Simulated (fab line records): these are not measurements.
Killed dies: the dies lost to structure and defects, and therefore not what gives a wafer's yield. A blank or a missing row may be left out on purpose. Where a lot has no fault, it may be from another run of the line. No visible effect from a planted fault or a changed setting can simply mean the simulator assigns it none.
Which tool did it?	flow nand harc	10 lots with 28 wafers sampled at 3 steps, on a route of 1159 steps

## WHAT EACH GAUGE READ, for each wafer
NHARC_HYBRID_BOND_OVL_MEAS_05.
lot	measured	on	overlay y nm (nm)
L884	day 18 15:41	overlay-02	-25 67 -24
L883	day 18 15:42	overlay-02	-8 -8 30
L886	day 18 15:41	overlay-01	-1 30 6
L885	day 18 23:48	overlay-02	-41 31 22
L888	day 19 11:41	overlay-01	-5 22 -21
L889	day 19 11:41	overlay-02	-8 41 -25
L887	day 19 20:22	overlay-01	33 82 -30
L892	day 20 07:08	overlay-01	-1 23 -10
L896	day 21 16:40	overlay-01	8 10 50
L900	day 23 04:07	overlay-02	60

## WHAT TOOL EACH LOT RAN ON (gives the tool, then ch and the chambers of the sampled wafers, and finally the start)
lot	NHARC_A_BONDPAD_ETCH_34	NHARC_HYBRID_BOND_ACTIVATE_00
L884	rie diel-13 ch 0,3, day 17 20:47	rie diel-05 ch 1,2,3, day 17 23:23
L883	rie diel-13 ch 2,3, day 17 23:54	rie diel-03 ch 0,2,3, day 18 02:31
L886	rie diel-13 ch 0,1,3, day 18 05:58	rie diel-05 ch 0,2, day 18 08:35
L885	rie diel-13 ch 0,2,3, day 18 07:48	rie diel-02 ch 0,1,3, day 18 10:22
L888	rie diel-13 ch 0,1,2, day 18 20:44	rie diel-05 ch 1,2, day 18 23:28
L889	rie diel-13 ch 0,3, day 19 02:17	rie diel-03 ch 2,3, day 19 04:50
L887	rie diel-13 ch 2,3, day 19 10:12	rie diel-05 ch 0,1, day 19 12:47
L892	rie diel-09 ch 0,1, day 19 18:47	rie diel-05 ch 1,3, day 19 21:24
L896	rie diel-09 ch 0,3, day 21 05:12	rie diel-05 ch 2,3, day 21 07:46
L900	rie diel-10 ch 0, day 22 16:11	rie diel-03 ch 0, day 22 19:08
- NHARC_A_BONDPAD_ETCH_34: etches the open film in N2/H2, target depth 60 nm, overetch 18 nm, time 65.91 s.
- NHARC_HYBRID_BOND_ACTIVATE_00: chemistry N2, time 60 s.

## THE ANSWER, worked out from the rows above alone
Rule: what is usual is taken from the lots themselves. The widest of any qualifying gaps counts: lots, ordered by their means at a reading, are off when they make up no more than a third of the lots, leave a main group of 4 or more, and stand apart from it by 3 or more times the standard deviation of that group's means. If all means in a main group match to the digits the tables above print for the reading, that group is not used. A lot without any number at a reading at which 4 lots or more have one is off too. Where the step has rows for the other lots, those lots are counted as sound.
Off: L900, at NHARC_HYBRID_BOND_OVL_MEAS_05 (overlay y nm). For the main group the mean is 9 nm and the standard deviation 9.4.
A tool fits if, at a process step before that reading, it ran every lot that is off, and no sound lot after the first of them. Gauges at NHARC_HYBRID_BOND_OVL_MEAS_05: tried the same way as those tools. Can't be told from this: 3 tools fit, rie diel-10 at NHARC_A_BONDPAD_ETCH_34, rie diel-03 at NHARC_HYBRID_BOND_ACTIVATE_00, overlay-02 at NHARC_HYBRID_BOND_OVL_MEAS_05.

## WHAT THE SIMULATOR PUT IN
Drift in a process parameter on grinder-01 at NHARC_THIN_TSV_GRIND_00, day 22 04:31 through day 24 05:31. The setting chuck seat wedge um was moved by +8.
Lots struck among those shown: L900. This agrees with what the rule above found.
